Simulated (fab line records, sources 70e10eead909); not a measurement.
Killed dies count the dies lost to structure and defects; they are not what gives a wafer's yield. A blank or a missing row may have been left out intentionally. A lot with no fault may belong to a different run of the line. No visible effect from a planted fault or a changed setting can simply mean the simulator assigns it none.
A struck lot beside a sound one    flow nand harc    40 steps out of a route of 1302
Sound: the wafers L148.1, L148.2, L148.5. The struck wafers were L136.1, L136.3, L136.4. The cause comes at the end.
Per side, at each step with rows, come the tool, then ch with its chambers, and then its first start. Under that, the readings that differ: sound wafers    struck wafers    difference of the means    sigmas: that difference in standard deviations of wafers without a fault.
alike: a reading whose means differ by less than 2 such deviations, as well as words and numbers matching on both sides. not compared: withheld readings; readings where some wafer has no value; bounds like >300 that might hide an equal value; numbers whose values overlap and for which the record gives no deviation.
A row with sigmas, a row that says differs or no value, or rows on one side alone: a step with any of these is where the two part. Numbers that have no deviation but don't overlap get no sigmas and don't part them. Lack of a reading on every wafer of one side parts them only where that side has two or more wafers.

first, 10 steps without rows for these wafers: NHARC_A_CHANNEL_HOLE_D2_DESCUM_15 (chemistry O2, time 3 s); NHARC_A_CHANNEL_HOLE_D2_ETCH_38 (etches the open film in CF4, target depth 39 nm, time 65 s); NHARC_A_CHANNEL_HOLE_D2_ETCH_39 (etches the open film in N2/H2, target depth 260 nm, time 325 s); NHARC_A_CHANNEL_HOLE_D2_ETCH_34 (etches the open film in CF4/CHF3, target depth 154 nm, time 77 s); NHARC_A_CHANNEL_HOLE_D2_ETCH_16 (etches the open film in O2/COS, target depth 3100 nm, time 806 s); NHARC_A_CHANNEL_HOLE_D2_ETCH_19 (etches the open film in C4F8/O2/Ar, time 34.5 s); NHARC_A_CHANNEL_HOLE_D2_ETCH_20 (etches the open film in C4F8/O2/Ar, time 361.9 s, target depth 1600 nm); NHARC_A_CHANNEL_HOLE_D2_ETCH_21 (etches the open film in C4F8/O2/Ar, time 514.3 s, target depth 1600 nm); NHARC_A_CHANNEL_HOLE_D2_ETCH_22 (etches the open film in C4F8/O2/Ar, time 666.7 s, target depth 1600 nm); NHARC_A_CHANNEL_HOLE_D2_ETCH_23 (etches the open film in C4F8/O2/Ar, time 819 s, target depth 1600 nm).
NHARC_A_CHANNEL_HOLE_D2_ETCH_24: etches the open film in C4F8/O2/Ar, time 906.2 s, target depth 1500 nm.
  sound on har etch-02 ch 0,1, day 20 09:55; struck on har etch-02 ch 0,1, day 15 11:10
  alike: drypump motor current A, he backside leak sccm, o2 flow sccm, showerhead plenum p Torr, throttle valve pct
  not compared: rf hours counter h
then, 10 steps without rows for these wafers: NHARC_A_CHANNEL_HOLE_D2_ETCH_25 (etches the open film in C4F8/O2/Ar, time 1040.2 s, target depth 1500 nm); NHARC_A_CHANNEL_HOLE_D2_ETCH_26 (etches the open film in C4F8/O2/Ar, time 224.1 s, target depth 300 nm); NHARC_A_CHANNEL_HOLE_D2_ETCH_27 (etches the open film in C4F8/O2/Ar, time 90 s, target depth 400 nm); NHARC_A_CHANNEL_HOLE_D2_STRIP_41 (strips in N2/H2); NHARC_A_CHANNEL_HOLE_D2_STRIP_42 (strips in CF4/CHF3); NHARC_A_CHANNEL_HOLE_D2_STRIP_43 (strips in O2/COS); NHARC_A_CHANNEL_HOLE_D2_ETCH_44 (etches the open film in CF4/O2, target depth 140 nm, overetch 14 nm, time 77 s); NHARC_A_CHANNEL_HOLE_D2_STRIP_28 (strips in O2); NHARC_A_CHANNEL_HOLE_D2_PRECLEAN_29 (cleans in SC1); NHARC_A_CHANNEL_HOLE_D2_SRD_30.
NHARC_A_CHANNEL_HOLE_D2_XSEM_32:
  sound on xsem-01 ch 0, day 20 13:24; struck on xsem-02 ch 0, day 15 14:31
reading             sound           struck             difference  sigmas
bow nm (nm)         8.54 8.57 8.63  15.10 15.07 15.19  +6.54       +23
tilt deg (degrees)  0.07 0.07 0.07  0.15 0.14 0.15     +0.08       +2
  alike: bot cd nm
then, 16 steps without rows for these wafers: NHARC_A_CHANNEL_FILL_D2_PRECLEAN_00 (cleans in SC1); NHARC_A_CHANNEL_FILL_D2_SRD_01; NHARC_A_CHANNEL_FILL_D2_ALD_02 (deposits SiO2, target thk 6 nm, pulse time 10 s, ald cycles 60); NHARC_A_CHANNEL_FILL_D2_ALD_03 (deposits SiNx, target thk 6 nm, pulse time 60 s, ald cycles 58); NHARC_A_CHANNEL_FILL_D2_ALD_14 (deposits SiO2, target thk 2.5 nm, pulse time 10 s, ald cycles 25); NHARC_A_CHANNEL_FILL_D2_ALD_15 (deposits SiNx, target thk 2 nm, pulse time 60 s, ald cycles 19); NHARC_A_CHANNEL_FILL_D2_ALD_16 (deposits SiO2, target thk 1.5 nm, pulse time 10 s, ald cycles 15); NHARC_A_CHANNEL_FILL_D2_ANNEAL_17 (time 1800 s); NHARC_A_CHANNEL_FILL_D2_CVD_18 (deposits poly-Si, target thk 3 nm); NHARC_A_CHANNEL_FILL_D2_ETCHBACK_19 (etches the open film in HBr/Cl2, target depth 5 nm, time 1.7 s); NHARC_A_CHANNEL_FILL_D2_ETCHBACK_20 (etches the open film in C4F8/O2/Ar, target depth 27 nm, time 13.5 s); NHARC_A_CHANNEL_FILL_D2_STRIP_28 (strips in O2, time 20 s); NHARC_A_CHANNEL_FILL_D2_PRECLEAN_21 (cleans in dHF, time 30 s); NHARC_A_CHANNEL_FILL_D2_SRD_23; NHARC_A_CHANNEL_FILL_D2_CVD_05 (deposits poly-Si, target thk 5 nm); NHARC_A_CHANNEL_FILL_D2_ANNEAL_22 (time 7200 s).
-- the record jumps here: 11 days lie between the struck wafers' starts before and after (it left off in module A_CHANNEL_FILL_D2 and takes up again in module END, whose first step shown is number 1301 of the route) --
NHARC_END_WLT_00:
  sound on prober-01 at day 31 12:30; struck on prober-02 at day 26 05:59
reading                            sound              struck             difference  sigmas
VT_DECK2_MEDIAN_NEAR_BOTTOM        0.870 0.860 0.875  0.892 0.894 0.887  +0.023      +3
VT_DECK2_MEDIAN_NEAR_BOTTOM_INNER  0.867 0.865 0.878  0.888 0.897 0.890  +0.022      +3
VT_DECK2_TOP                       0.890 0.887 0.889  0.896 0.904 0.906  +0.013      +2
  alike: VT_DECK1_BOTTOM, VT_DECK1_BOTTOM_INNER, VT_DECK1_MEDIAN_NEAR_BOTTOM, VT_DECK1_MEDIAN_NEAR_BOTTOM_INNER, VT_DECK1_MIDDLE, VT_DECK1_MIDDLE_INNER, VT_DECK1_TOP, VT_DECK1_TOP_INNER, VT_DECK2_BOTTOM, VT_DECK2_BOTTOM_INNER, VT_DECK2_MIDDLE, VT_DECK2_MIDDLE_INNER, VT_DECK2_TOP_INNER
NHARC_END_SORT_01:
  the record has rows for the sound wafers here (prober-01 ch 0, day 31 15:29) and none for the struck ones

WHERE THEY PART
Last at NHARC_END_SORT_01 as far as this record goes, first at NHARC_A_CHANNEL_HOLE_D2_XSEM_32.

WHY: the cause the simulator had injected
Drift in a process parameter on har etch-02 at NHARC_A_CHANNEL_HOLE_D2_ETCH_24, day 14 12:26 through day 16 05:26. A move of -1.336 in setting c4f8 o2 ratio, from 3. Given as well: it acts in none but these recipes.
